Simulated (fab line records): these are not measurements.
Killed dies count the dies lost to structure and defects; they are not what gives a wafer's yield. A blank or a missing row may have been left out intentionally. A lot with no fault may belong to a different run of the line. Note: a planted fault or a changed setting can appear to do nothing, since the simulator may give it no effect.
One fault seen from 2 desks + flow n5-finfet + only its own numbers are on each desk; what lay behind them is given at the end

== DESK OF THE TOOL OWNER: cmp-02 ==
The tool's own readings at N5_BEOL_M11_CMP_52 (polishes, stops on SiCOH lowk, t overpolish 7 s, target thk 140 nm): means of the sampled wafers that have a number, for each lot that ran on this tool. If a lot's mean is further than 4 standard deviations from the usual mean, the lot is out of limits and carries the mark OUT (the distance appears in the brackets).
Columns: A = barrier-field-endpoint-s at N5_BEOL_M11_CMP_52, usual 28.9 s; B = motor-current-A at N5_BEOL_M11_CMP_52, usual 6.2 A; C = overpolish-run-s at N5_BEOL_M11_CMP_52, usual 7.000 s; D = platen-rpm at N5_BEOL_M11_CMP_52, usual 49.99 rpm; E = time-to-endpoint-s at N5_BEOL_M11_CMP_52, usual 64 s
| lot  | first seen here | A    | B   | C     | D               | E  |
|------|-----------------|------|-----|-------|-----------------|----|
| L130 | day 9 19:57     | 28.1 | 6.2 | 6.992 | 49.97           | 64 |
| L135 | day 11 01:44    | 29.0 | 6.6 | 7.006 | 50.01           | 65 |
| L138 | day 13 23:04    | 29.2 | 6.4 | 7.009 | 49.99           | 65 |
| L140 | day 14 09:07    | 28.8 | 6.4 | 7.005 | 49.94           | 68 |
| L144 | day 14 10:29    | 29.3 | 6.6 | 7.006 | 49.98           | 65 |
| L146 | day 14 19:56    | 31.1 | 6.5 | 6.987 | 47.97 (-63) OUT | 65 |
Finding of this desk: L146 out of limits; the first was L146 at day 14 19:56, on platen-rpm at N5_BEOL_M11_CMP_52. L130, L135, L138, L140, L144: within limits.

== THE METROLOGY DESK ==
What the gauges read for every lot (on any tool): the sampled wafers with a number, averaged. If a lot's mean is further than 4 standard deviations from the usual mean, the lot is out of limits and carries the mark OUT (the distance appears in the brackets).
Columns: A = cd-nm at N5_BEOL_M11_CD_MEAS_35, usual 70.4 nm
| lot  | first seen here | A    |
|------|-----------------|------|
| L132 | day 9 14:08     | 70.3 |
| L130 | day 9 18:12     | 70.9 |
| L133 | day 10 06:25    | 70.7 |
| L135 | day 10 22:03    | 70.4 |
| L138 | day 13 17:49    | 70.4 |
| L141 | day 14 02:01    | 71.1 |
| L140 | day 14 06:23    | 70.9 |
| L144 | day 14 08:16    | 70.5 |
| L143 | day 14 12:55    | 70.4 |
| L146 | day 14 17:06    | 71.2 |
| L152 | day 16 12:22    | 70.1 |
| L137 | day 16 21:25    | 69.9 |
| L153 | day 17 03:16    | 70.5 |
This desk's verdict: no lot among the 13 shows anything out of limits.

== ALL TOGETHER ==
An alarm could have come from the tool owner's desk at day 14 19:56, on L146.
At the metrology desk, nothing out of limits was observed.
The metrology desk has L146 on record, within its limits.
Of the lots named, all ran N5_BEOL_M11_CMP_52 on cmp-02.

== WHAT THE SIMULATOR PUT IN ==
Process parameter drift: cmp-02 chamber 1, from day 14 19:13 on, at N5_BEOL_M11_CMP_52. From 50, the setting platen-rpm moved by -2. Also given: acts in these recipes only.
Shown lots that were struck: L146.
How many hours passed from the start of the fault until each desk's first out-of-limits reading: the tool owner's desk, 1.
